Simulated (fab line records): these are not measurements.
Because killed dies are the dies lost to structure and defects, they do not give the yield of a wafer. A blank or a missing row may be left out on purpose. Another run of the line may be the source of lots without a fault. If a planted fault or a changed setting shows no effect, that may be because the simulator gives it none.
Which tool did it? / flow n5-finfet / 7 lots, 19 wafers sampled, at 4 steps of a route of 1938

== WHAT THE GAUGES READ, wafer by wafer ==
N5_BEOL_M6_CD_MEAS_11 targets a cd of 38.5 nm.
lot=L129; measured=day 9 01:48; on=cd-sem-01; cd-nm (nm)=38.8 38.4 39.6
lot=L131; measured=day 9 11:29; on=cd-sem-02; cd-nm (nm)=39.0 39.1
lot=L135; measured=day 10 22:20; on=cd-sem-03; cd-nm (nm)=38.8 37.8 39.0
lot=L139; measured=day 11 12:58; on=cd-sem-03; cd-nm (nm)=38.1 38.4 37.9
lot=L142; measured=day 12 09:02; on=cd-sem-01; cd-nm (nm)=38.8 38.2 38.4
lot=L147; measured=day 13 10:47; on=cd-sem-02; cd-nm (nm)=38.4 38.8 38.6
lot=L150; measured=day 14 17:14; on=cd-sem-03; cd-nm (nm)=37.8 38.7

== WHICH TOOL RAN EACH LOT (tool, then ch and the chambers of the sampled wafers, then the start) ==
lot=L129; N5_BEOL_M5_ANNEAL_51=rtp-anneal-02 ch 0, day 8 22:47; N5_BEOL_M5_DEP_56=pecvd-02 ch 0,2, day 8 23:34; N5_BEOL_M6_COAT_05=litho-track-01 ch 0, day 9 01:34
lot=L131; N5_BEOL_M5_ANNEAL_51=rtp-anneal-02 ch 0, day 9 07:34; N5_BEOL_M5_DEP_56=pecvd-03 ch 0,1, day 9 08:31; N5_BEOL_M6_COAT_05=litho-track-05 ch 0, day 9 11:07
lot=L135; N5_BEOL_M5_ANNEAL_51=rtp-anneal-01 ch 0, day 10 19:20; N5_BEOL_M5_DEP_56=pecvd-02 ch 1,2, day 10 20:08; N5_BEOL_M6_COAT_05=litho-track-02 ch 0, day 10 21:59
lot=L139; N5_BEOL_M5_ANNEAL_51=rtp-anneal-02 ch 0, day 11 10:17; N5_BEOL_M5_DEP_56=pecvd-03 ch 0,1, day 11 11:01; N5_BEOL_M6_COAT_05=litho-track-01 ch 0, day 11 12:37
lot=L142; N5_BEOL_M5_ANNEAL_51=rtp-anneal-02 ch 0, day 12 06:33; N5_BEOL_M5_DEP_56=pecvd-03 ch 0,2, day 12 07:26; N5_BEOL_M6_COAT_05=litho-track-05 ch 0, day 12 08:36
lot=L147; N5_BEOL_M5_ANNEAL_51=rtp-anneal-02 ch 0, day 13 06:40; N5_BEOL_M5_DEP_56=pecvd-02 ch 0,2, day 13 07:38; N5_BEOL_M6_COAT_05=litho-track-02 ch 0, day 13 10:25
lot=L150; N5_BEOL_M5_ANNEAL_51=rtp-anneal-02 ch 0, day 14 15:05; N5_BEOL_M5_DEP_56=pecvd-02 ch 1,2, day 14 15:50; N5_BEOL_M6_COAT_05=litho-track-05 ch 0, day 14 16:59
- N5_BEOL_M5_ANNEAL_51: time 90 s.
- N5_BEOL_M5_DEP_56: deposits SiCN from 3MS/NH3, target thk 8 nm, time 14 s.
- N5_BEOL_M6_COAT_05: resist thk 90 nm.

== THE ANSWER, worked out from the rows above alone ==
Rule: the usual values come from the lots themselves. The widest of any qualifying gaps counts: lots, ordered by their means at a reading, are off when they make up no more than a third of the lots, leave a main group of 4 or more, and stand apart from it by 3 or more times the standard deviation of that group's means. If all means in a main group match to the digits the tables above print for the reading, that group is not used. Also off: a lot with no number at a reading for which 4 or more lots have one. Any other lot the step has rows for is counted as sound.
None of the lots is off at any reading shown; this tells nothing.

== WHAT WAS PUT IN BY THE SIMULATOR ==
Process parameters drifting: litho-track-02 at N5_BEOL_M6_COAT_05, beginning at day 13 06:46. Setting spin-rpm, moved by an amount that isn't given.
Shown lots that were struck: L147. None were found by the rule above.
